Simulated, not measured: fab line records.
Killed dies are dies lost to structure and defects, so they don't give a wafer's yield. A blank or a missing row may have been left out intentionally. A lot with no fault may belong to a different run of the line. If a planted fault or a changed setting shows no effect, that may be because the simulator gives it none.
What tool caused it? || flow nand_harc || 11 lots, 33 wafers sampled, at 5 steps of a route of 1302

## WHAT EACH GAUGE READ, for each wafer
NHARC_END_SORT_01.
{"lot": "L128", "measured": "day 29 17:29", "on": "prober-02", "killed_at_array": "30 49 46"}

## WHAT TOOL EACH LOT RAN ON (gives the tool, then ch and the chambers of the sampled wafers, and finally the start)
{"lot": "L116", "NHARC_A_STAIRCASE_TRIM_191": "rie_diel-05 ch 0,3, day 15 16:47 or earlier", "NHARC_A_STAIRCASE_TRIM_196": "rie_diel-04 ch 0,2,3, day 15 16:47", "NHARC_A_STAIRCASE_TRIM_198": "rie_diel-04 ch 2,3, day 15 17:02", "NHARC_A_STAIRCASE_ETCH_203": "rie_diel-04 ch 0,3, no start"}
{"lot": "L115", "NHARC_A_STAIRCASE_TRIM_191": "rie_diel-05 ch 0,1, day 16 16:11 or earlier", "NHARC_A_STAIRCASE_TRIM_196": "rie_diel-05 ch 1,2, day 16 16:11", "NHARC_A_STAIRCASE_TRIM_198": "rie_diel-05 ch 0,2, day 16 16:28", "NHARC_A_STAIRCASE_ETCH_203": "rie_diel-05 ch 1,2,3, no start"}
{"lot": "L118", "NHARC_A_STAIRCASE_TRIM_191": "rie_diel-05 ch 0,1,3, day 16 22:35 or earlier", "NHARC_A_STAIRCASE_TRIM_196": "rie_diel-05 ch 1,2,3, day 16 22:35", "NHARC_A_STAIRCASE_TRIM_198": "rie_diel-05 ch 0,1,3, day 16 22:52", "NHARC_A_STAIRCASE_ETCH_203": "rie_diel-05 ch 0,1,2, no start"}
{"lot": "L117", "NHARC_A_STAIRCASE_TRIM_191": "rie_diel-05 ch 1,2,3, day 16 22:57 or earlier", "NHARC_A_STAIRCASE_TRIM_196": "rie_diel-04 ch 0,1,3, day 16 22:57", "NHARC_A_STAIRCASE_TRIM_198": "rie_diel-04 ch 0,1,2, day 16 23:14", "NHARC_A_STAIRCASE_ETCH_203": "rie_diel-04 ch 0,1,2, no start"}
{"lot": "L119", "NHARC_A_STAIRCASE_TRIM_191": "rie_diel-04 ch 0,3, day 17 13:29 or earlier", "NHARC_A_STAIRCASE_TRIM_196": "rie_diel-04 ch 2,3, day 17 13:29", "NHARC_A_STAIRCASE_TRIM_198": "rie_diel-04 ch 2,3, day 17 13:46", "NHARC_A_STAIRCASE_ETCH_203": "rie_diel-04 ch 0,3, no start"}
{"lot": "L125", "NHARC_A_STAIRCASE_TRIM_191": "rie_diel-02 ch 0,2, day 20 14:08 or earlier", "NHARC_A_STAIRCASE_TRIM_196": "rie_diel-02 ch 0,2, day 20 14:08", "NHARC_A_STAIRCASE_TRIM_198": "rie_diel-02 ch 0,2, day 20 14:31", "NHARC_A_STAIRCASE_ETCH_203": "rie_diel-02 ch 0,2, no start"}
{"lot": "L126", "NHARC_A_STAIRCASE_TRIM_191": "rie_diel-02 ch 0,2, day 20 18:23 or earlier", "NHARC_A_STAIRCASE_TRIM_196": "rie_diel-04 ch 0,1, day 20 18:23", "NHARC_A_STAIRCASE_TRIM_198": "rie_diel-04 ch 1,3, day 20 18:41", "NHARC_A_STAIRCASE_ETCH_203": "rie_diel-04 ch 2,3, no start"}
{"lot": "L127", "NHARC_A_STAIRCASE_TRIM_191": "rie_diel-05 ch 0,3, day 20 19:10 or earlier", "NHARC_A_STAIRCASE_TRIM_196": "rie_diel-05 ch 0,1,2, day 20 19:10", "NHARC_A_STAIRCASE_TRIM_198": "rie_diel-05 ch 0,1,2, day 20 19:25", "NHARC_A_STAIRCASE_ETCH_203": "rie_diel-05 ch 0,2,3, no start"}
{"lot": "L128", "NHARC_A_STAIRCASE_TRIM_191": "rie_diel-04 ch 1,3, day 20 22:05 or earlier", "NHARC_A_STAIRCASE_TRIM_196": "rie_diel-04 ch 0,1, day 20 22:05", "NHARC_A_STAIRCASE_TRIM_198": "rie_diel-04 ch 0,2, day 20 22:23", "NHARC_A_STAIRCASE_ETCH_203": "rie_diel-04 ch 1,2, day 29 17:29 or earlier"}
{"lot": "L135", "NHARC_A_STAIRCASE_TRIM_191": "rie_diel-02 ch 2,3, day 24 17:49 or earlier", "NHARC_A_STAIRCASE_TRIM_196": "rie_diel-04 ch 0,2,3, day 24 17:49", "NHARC_A_STAIRCASE_TRIM_198": "rie_diel-04 ch 1,3, day 24 18:06", "NHARC_A_STAIRCASE_ETCH_203": "rie_diel-04 ch 0,1,2, no start"}
{"lot": "L138", "NHARC_A_STAIRCASE_TRIM_191": "rie_diel-02 ch 0,1,2, day 25 14:53 or earlier", "NHARC_A_STAIRCASE_TRIM_196": "rie_diel-04 ch 1,2,3, day 25 14:53", "NHARC_A_STAIRCASE_TRIM_198": "rie_diel-04 ch 2,3, day 25 15:08", "NHARC_A_STAIRCASE_ETCH_203": "rie_diel-04 ch 1,2,3, no start"}
- NHARC_A_STAIRCASE_TRIM_191: chemistry O2, time 211.2 s.
- NHARC_A_STAIRCASE_TRIM_196: chemistry O2, time 211.2 s.
- NHARC_A_STAIRCASE_TRIM_198: chemistry O2, time 211.2 s.
- NHARC_A_STAIRCASE_ETCH_203: etches the open film in C4F8/O2, target depth 100 nm, time 40.5 s.

## THE ANSWER, worked out from the rows above alone
Rule: the lots themselves supply what counts as usual. Put in order of their means at a reading, lots are off if they are a third of the lots or fewer, leave a main group of 4 or more, and stand apart from it by a gap of 3 or more times the standard deviation of the main group's means; of several such gaps the widest counts. Not used: any main group whose means are identical at the precision the tables above print for the reading. Also off: a lot with no number at a reading for which 4 or more lots have one. All remaining lots with rows at the step are treated as sound.
No lot is off at any reading shown: from this, nothing can be told.

## WHAT THE SIMULATOR HAD PUT IN
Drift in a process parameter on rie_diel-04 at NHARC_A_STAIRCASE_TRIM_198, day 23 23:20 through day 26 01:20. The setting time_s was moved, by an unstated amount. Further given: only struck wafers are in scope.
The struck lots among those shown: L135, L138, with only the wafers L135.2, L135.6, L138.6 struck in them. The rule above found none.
